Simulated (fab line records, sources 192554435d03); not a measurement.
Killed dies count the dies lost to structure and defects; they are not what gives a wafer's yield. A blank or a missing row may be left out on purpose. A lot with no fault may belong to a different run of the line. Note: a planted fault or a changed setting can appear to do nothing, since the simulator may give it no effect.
Which tool is to blame? / flow n5 finfet / 11 lots, 31 wafers sampled, at 4 steps of a route of 1938

## WHAT THE GAUGES READ, wafer by wafer
N5_MIM_TOP_LITHO_CD_MEAS_08 targets a cd of 2000 nm. Usual: cd nm reads 1998.3 nm (standard deviation 2.7).
lot=L410; measured=day 12 07:00; on=cd sem-03; cd nm (nm)=1999.1 1999.2 2002.8; flag=
lot=L412; measured=day 12 17:25; on=cd sem-03; cd nm (nm)=1998.3 1998.8 2000.7; flag=
lot=L415; measured=day 13 11:52; on=cd sem-01; cd nm (nm)=1998.4 1997.1 1996.8; flag=
lot=L416; measured=day 14 01:56; on=cd sem-01; cd nm (nm)=1994.7 1973.8; flag=OFF
lot=L421; measured=day 15 07:22; on=cd sem-03; cd nm (nm)=1978.0 1997.2; flag=OFF
lot=L424; measured=day 16 20:46; on=cd sem-01; cd nm (nm)=1995.2 1997.1 1998.9; flag=
lot=L428; measured=day 17 10:17; on=cd sem-03; cd nm (nm)=1995.3 1996.4 1997.3; flag=
lot=L426; measured=day 17 17:07; on=cd sem-01; cd nm (nm)=1995.6 1998.9 1996.9; flag=
lot=L429; measured=day 17 17:36; on=cd sem-03; cd nm (nm)=2002.2 1996.7 2000.8; flag=
lot=L430; measured=day 18 02:29; on=cd sem-01; cd nm (nm)=1998.4 2001.9 1992.8; flag=
lot=L431; measured=day 18 15:39; on=cd sem-02; cd nm (nm)=2005.0 2000.9 1997.2; flag=

N5_MIM_TOP_LITHO_INSPECT_12: inspects for defects (macro). Usual: raw defect count reads 2.0 (standard deviation 1.4).
lot=L410; measured=day 12 07:03; on=defect inspect-01; raw defect count=2 3 3; flag=
lot=L412; measured=day 12 17:28; on=defect inspect-02; raw defect count=3 3 3; flag=
lot=L415; measured=day 13 11:55; on=defect inspect-01; raw defect count=1 2 3; flag=
lot=L416; measured=day 14 01:59; on=defect inspect-01; raw defect count=1 1; flag=
lot=L421; measured=day 15 07:26; on=defect inspect-02; raw defect count=1 6; flag=
lot=L424; measured=day 16 20:49; on=defect inspect-02; raw defect count=1 2 2; flag=
lot=L428; measured=day 17 10:20; on=defect inspect-02; raw defect count=3 0 3; flag=
lot=L426; measured=day 17 17:11; on=defect inspect-01; raw defect count=2 2 4; flag=
lot=L429; measured=day 17 17:39; on=defect inspect-01; raw defect count=0 0 3; flag=
lot=L430; measured=day 18 02:32; on=defect inspect-02; raw defect count=1 2 2; flag=
lot=L431; measured=day 18 15:43; on=defect inspect-02; raw defect count=1 2 2; flag=

## TOOL THAT RAN EACH LOT (tool first, then ch and the chambers of the sampled wafers, then the start)
lot=L410; N5_BEOL_M15_PRE_CLEAN_42=pvd sputter-01, day 11 22:54; N5_MIM_TOP_LITHO_EXPOSE_05=krf scanner-02 ch 0, day 12 06:49
lot=L412; N5_BEOL_M15_PRE_CLEAN_42=pvd sputter-01, day 12 09:13; N5_MIM_TOP_LITHO_EXPOSE_05=krf scanner-02 ch 0, day 12 17:14
lot=L415; N5_BEOL_M15_PRE_CLEAN_42=pvd sputter-01, day 13 07:20; N5_MIM_TOP_LITHO_EXPOSE_05=krf scanner-01 ch 0, day 13 11:41
lot=L416; N5_BEOL_M15_PRE_CLEAN_42=pvd sputter-03, day 13 21:04; N5_MIM_TOP_LITHO_EXPOSE_05=krf scanner-02 ch 0, day 14 01:46
lot=L421; N5_BEOL_M15_PRE_CLEAN_42=pvd sputter-02, day 15 01:46; N5_MIM_TOP_LITHO_EXPOSE_05=krf scanner-02 ch 0, day 15 07:12
lot=L424; N5_BEOL_M15_PRE_CLEAN_42=pvd sputter-02, day 16 15:10; N5_MIM_TOP_LITHO_EXPOSE_05=krf scanner-01 ch 0, day 16 20:36
lot=L428; N5_BEOL_M15_PRE_CLEAN_42=pvd sputter-02, day 17 05:10; N5_MIM_TOP_LITHO_EXPOSE_05=krf scanner-01 ch 0, day 17 10:07
lot=L426; N5_BEOL_M15_PRE_CLEAN_42=pvd sputter-01, day 17 08:53; N5_MIM_TOP_LITHO_EXPOSE_05=krf scanner-02 ch 0, day 17 16:57
lot=L429; N5_BEOL_M15_PRE_CLEAN_42=pvd sputter-01, day 17 10:55; N5_MIM_TOP_LITHO_EXPOSE_05=krf scanner-02 ch 0, day 17 17:26
lot=L430; N5_BEOL_M15_PRE_CLEAN_42=pvd sputter-03, day 17 19:47; N5_MIM_TOP_LITHO_EXPOSE_05=krf scanner-01 ch 0, day 18 02:18
lot=L431; N5_BEOL_M15_PRE_CLEAN_42=pvd sputter-01, day 18 10:43; N5_MIM_TOP_LITHO_EXPOSE_05=krf scanner-01 ch 0, day 18 15:29
- N5_BEOL_M15_PRE_CLEAN_42: time 30 s.
- N5_MIM_TOP_LITHO_EXPOSE_05: exposes mask MIM TOP, target cd 2000 nm.

## WHAT THE TOOLS THEMSELVES READ (means of the sampled wafers that have a number; where no wafer has one, the mark that the record gives instead)
N5_BEOL_M15_PRE_CLEAN_42. Usual: heater power w reads 453 W (standard deviation 41).
lot=L410; tool=pvd sputter-01; heater power w (W)=452; flag=
lot=L412; tool=pvd sputter-01; heater power w (W)=460; flag=
lot=L415; tool=pvd sputter-01; heater power w (W)=419; flag=
lot=L416; tool=pvd sputter-03; heater power w (W)=430; flag=
lot=L421; tool=pvd sputter-02; heater power w (W)=470; flag=
lot=L424; tool=pvd sputter-02; heater power w (W)=492; flag=
lot=L428; tool=pvd sputter-02; heater power w (W)=481; flag=
lot=L426; tool=pvd sputter-01; heater power w (W)=421; flag=
lot=L429; tool=pvd sputter-01; heater power w (W)=443; flag=
lot=L430; tool=pvd sputter-03; heater power w (W)=466; flag=
lot=L431; tool=pvd sputter-01; heater power w (W)=425; flag=

## THE ANSWER, worked out from the rows above alone
Rule: take the mean of a lot's wafers that have a number; if it is more than 3 standard deviations from the usual mean, the lot is off. A lot without any number at a reading at which 4 lots or more have one is off too. Where the step has rows for the other lots, those lots are counted as sound. After the gauges, taken in route order, come the tools' own readings; for these a lot's mean is taken, as printed above. At the first step where some lot is off, the reading lying furthest off is the one used; lots without a number count as furthest.
Off: L416, L421 (N5_MIM_TOP_LITHO_CD_MEAS_08, cd nm).
If a tool, at a process step before that reading, ran all the lots that are off and no sound lot after the first of them, it fits. The gauges at N5_MIM_TOP_LITHO_CD_MEAS_08 are tried like those tools. None of those tried fits.

## WHAT THE SIMULATOR HAD PUT IN
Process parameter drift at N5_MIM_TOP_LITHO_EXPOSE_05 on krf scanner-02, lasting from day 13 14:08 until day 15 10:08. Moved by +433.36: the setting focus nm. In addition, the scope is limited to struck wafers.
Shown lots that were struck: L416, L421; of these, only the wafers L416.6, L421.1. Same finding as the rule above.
